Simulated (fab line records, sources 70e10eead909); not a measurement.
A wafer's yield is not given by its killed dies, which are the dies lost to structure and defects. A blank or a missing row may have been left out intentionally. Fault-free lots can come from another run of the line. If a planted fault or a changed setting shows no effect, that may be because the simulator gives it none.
Comparing a struck lot with a sound one -- flow nandHarc -- 14 out of 1302 route steps
Sound: these wafers, L973.1, L973.3, L973.6. Wafers struck: L975.2, L975.3, L975.6. Last of all comes the cause.
For every step that has rows: the tool of each side, followed by ch and its chambers, followed by its first start. Under that, the readings that differ: sound wafers -- struck wafers -- difference of the means -- sigmas: that difference in standard deviations of wafers without a fault.
alike: words and numbers the same on both sides, and readings whose means are apart by under 2 such deviations; not compared: readings that were withheld, readings missing a value for some wafer, numbers with overlapping values and no deviation given by the record, and bounds like >300 which may hide the same value.
Wherever a step has rows on one side only, a row that says differs or no value, or a row with sigmas, the two part there. When numbers do not overlap yet have no deviation, they are printed without sigmas and do not part them. A reading missing from all wafers of one side parts the sides only when that side holds two or more wafers.

first, 4 steps without rows for these wafers: NHARC_A_M1_EBR_05; NHARC_A_M1_EXPOSE_06 (exposes mask A M1, target cd 120 nm); NHARC_A_M1_PEB_07 (peb time 65 s); NHARC_A_M1_DEVELOP_08 (develop time 35 s).
NHARC_A_M1_CD_MEAS_09 targets a cd of 120 nm.
  sound on cdSem-03 ch 0, day 28 14:31; struck on cdSem-02 ch 0, day 30 04:47
  alike: cdNm
NHARC_A_M1_OVL_MEAS_10: pitch 240 nm.
  struck on overlay-02, day 30 04:52; sound on overlay-02, day 28 14:37
  alike: overlayXNm, overlayYNm
NHARC_A_M1_INSPECT_11:
  struck on defectInspect-02, day 30 04:54; sound on defectInspect-01, day 28 14:39
  alike: rawDefectCount
NHARC_A_M1_DESCUM_14: chemistry O2, time 3 s.
  sound on rieDiel-03 ch 1,3, day 28 14:43; struck on rieDiel-03 ch 1,2, day 30 04:58
  alike: drypumpMotorCurrentA, oesProductAu, rfVppV, showerheadPlenumPTorr, throttleValvePct
  not compared: rfHoursCounterH
NHARC_A_M1_ETCH_35: etches the open film in N2/H2, target depth 40 nm, overetch 12 nm, time 43.94 s.
  sound on rieDiel-03 ch 1,3, day 28 14:47; struck on rieDiel-03 ch 0,2, day 30 05:02
  alike: biasW, chamberPressureMTorr, drypumpMotorCurrentA, oesProductAu, rfVppV, showerheadPlenumPTorr, throttleValvePct
  not compared: rfHoursCounterH
NHARC_A_M1_ETCH_15: etches the open film in C4F8/Ar, target depth 182.5 nm, time 91.2 s.
  sound on rieDiel-03 ch 0,1,3; struck on rieDiel-03 ch 1,2,3
  alike: biasW, chamberPressureMTorr, oesProductAu, rfVppV
  not compared: rfHoursCounterH
NHARC_A_M1_CD_MEAS_16:
  struck on cdSem-01, day 30 05:16; sound on cdSem-02, day 28 15:01
  alike: cdNm
NHARC_A_M1_STRIP_18: strips in N2/H2.
  sound on rieDiel-12 ch 0,2,3, day 28 15:05; struck on rieDiel-03 ch 2,3, day 30 05:20
  alike: drypumpMotorCurrentA, oesProductAu, rfVppV, showerheadPlenumPTorr, throttleValvePct
  not compared: rfHoursCounterH
NHARC_A_M1_ETCH_28: etches the open film in CF4/N2, target depth 30 nm, time 72.99 s.
  sound on rieDiel-12 ch 1,2, day 28 15:20; struck on rieDiel-03 ch 0,1,3, day 30 05:36
  no value came back on the struck wafers for any of 8 readings (biasW (W), cf4FlowSccm (sccm) and others); on the sound wafers biasW (W) reads 100.6 100.0 99.7
  not compared: rfHoursCounterH
then, 1 step without rows for these wafers: NHARC_A_M1_STRIP_19 (strips in post etch residue remover, time 600 s).

== WHERE THEY PART ==
Within this record, at NHARC_A_M1_ETCH_28 only.

WHY: what had been put in by the simulator
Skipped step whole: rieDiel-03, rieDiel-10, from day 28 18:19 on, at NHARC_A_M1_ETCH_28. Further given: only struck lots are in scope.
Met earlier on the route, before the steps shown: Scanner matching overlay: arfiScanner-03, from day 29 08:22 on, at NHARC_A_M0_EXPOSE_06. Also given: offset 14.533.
